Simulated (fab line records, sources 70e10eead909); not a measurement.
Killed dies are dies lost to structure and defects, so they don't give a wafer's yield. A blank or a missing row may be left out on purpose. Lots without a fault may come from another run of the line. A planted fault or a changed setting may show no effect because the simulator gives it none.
A struck lot beside a sound one | flow nand_harc | 14 steps out of a route of 1302
Sound: wafers L773.1, L773.2, L773.3. Struck: wafers L781.3, L781.4. (L781.2 of the same lot was not struck and is left out.) The cause comes at the end.
At each step with rows: each side's tool, then ch and its chambers, then its first start. Under that, the readings that differ: sound wafers | struck wafers | difference of the means | sigmas: that difference in standard deviations of wafers without a fault.
alike: readings whose means differ by less than 2 such deviations, and words and numbers that are the same on both sides. not compared: withheld readings, readings that some wafer has no value for, bounds like >300 that may hide the same value, and numbers for which the record gives no deviation and whose values overlap.
The two part at a step that has a row with sigmas, a row that says differs or no value, or rows on one side only. Numbers that don't overlap but have no deviation are shown without sigmas and don't part them. A reading that every wafer of one side lacks parts them only if that side has two wafers or more.

NHARC_A_SOURCE_PLATE_THK_MEAS_09: measures by ellipsometry.
  sound on film_metro-01, day 7 22:47; struck on film_metro-01, day 11 19:44
  alike: thk_nm
then, 3 steps without rows for these wafers: NHARC_A_SOURCE_PLATE_PVD_04 (deposits WSi2, target thk 50 nm); NHARC_A_SOURCE_PLATE_CVD_03 (deposits poly-Si, target thk 200 nm, time 4000 s); NHARC_A_SOURCE_PLATE_ANNEAL_05 (time 1800 s).
NHARC_A_SOURCE_PLATE_THK_MEAS_06: measures by ellipsometry.
  sound on film_metro-01, day 8 11:40; struck on film_metro-01, day 12 08:44
  alike: thk_nm
NHARC_A_SOURCE_PLATE_INSPECT_08:
  sound on defect_inspect-01, day 8 11:44; struck on defect_inspect-01, day 12 08:47
  alike: raw_defect_count
then, 1 step without rows for these wafers: NHARC_A_ONON_D1_DEP_00 (target thk 1000 nm).
NHARC_A_ONON_D1_THK_MEAS_02: measures by ellipsometry.
  sound on film_metro-01, day 8 12:19; struck on film_metro-01, day 12 09:23
  alike: thk_nm
then, 1 step without rows for these wafers: NHARC_A_ONON_D1_DEP_03 (target thk 1000 nm).
NHARC_A_ONON_D1_THK_MEAS_05: measures by ellipsometry.
  sound on film_metro-01, day 8 12:53; struck on film_metro-02, day 12 09:58
  alike: thk_nm
NHARC_A_ONON_D1_DEP_06: target thk 1000 nm.
  sound on pecvd_onon-01 ch 0, day 8 12:56; struck on pecvd_onon-03 ch 0, day 12 10:13
  alike: n2_flow_sccm, susceptor_temp_C
NHARC_A_ONON_D1_THK_MEAS_08: measures by ellipsometry.
  sound on film_metro-01, day 8 13:26; struck on film_metro-01, day 12 10:40
  reading     | sound          | struck  | difference | sigmas
  thk_nm (nm) | 1012 1012 1014 | 696 699 | -315       | -45
then, 1 step without rows for these wafers: NHARC_A_ONON_D1_DEP_09 (target thk 1000 nm).
-- the record jumps here: 17 days lie between the struck wafers' starts before and after (it left off in module A_ONON_D1 and takes up again in module END, whose first step shown is number 1302 of the route) --
NHARC_END_SORT_01:
  sound on prober-02 ch 0, day 24 22:14; struck on prober-01 ch 0, day 29 04:04
  reading         | sound      | struck  | difference | sigmas
  killed_at_array | 95 102 105 | 672 674 | +572       | +29
  killed_dies     | 97 107 111 | 677 677 | +572       | +27
  alike: killed_at_other, killed_at_periphery, killed_open, killed_short

WHERE THEY PART
First at NHARC_A_ONON_D1_THK_MEAS_08; last, within this record, at NHARC_END_SORT_01.

WHY: what the simulator had put in
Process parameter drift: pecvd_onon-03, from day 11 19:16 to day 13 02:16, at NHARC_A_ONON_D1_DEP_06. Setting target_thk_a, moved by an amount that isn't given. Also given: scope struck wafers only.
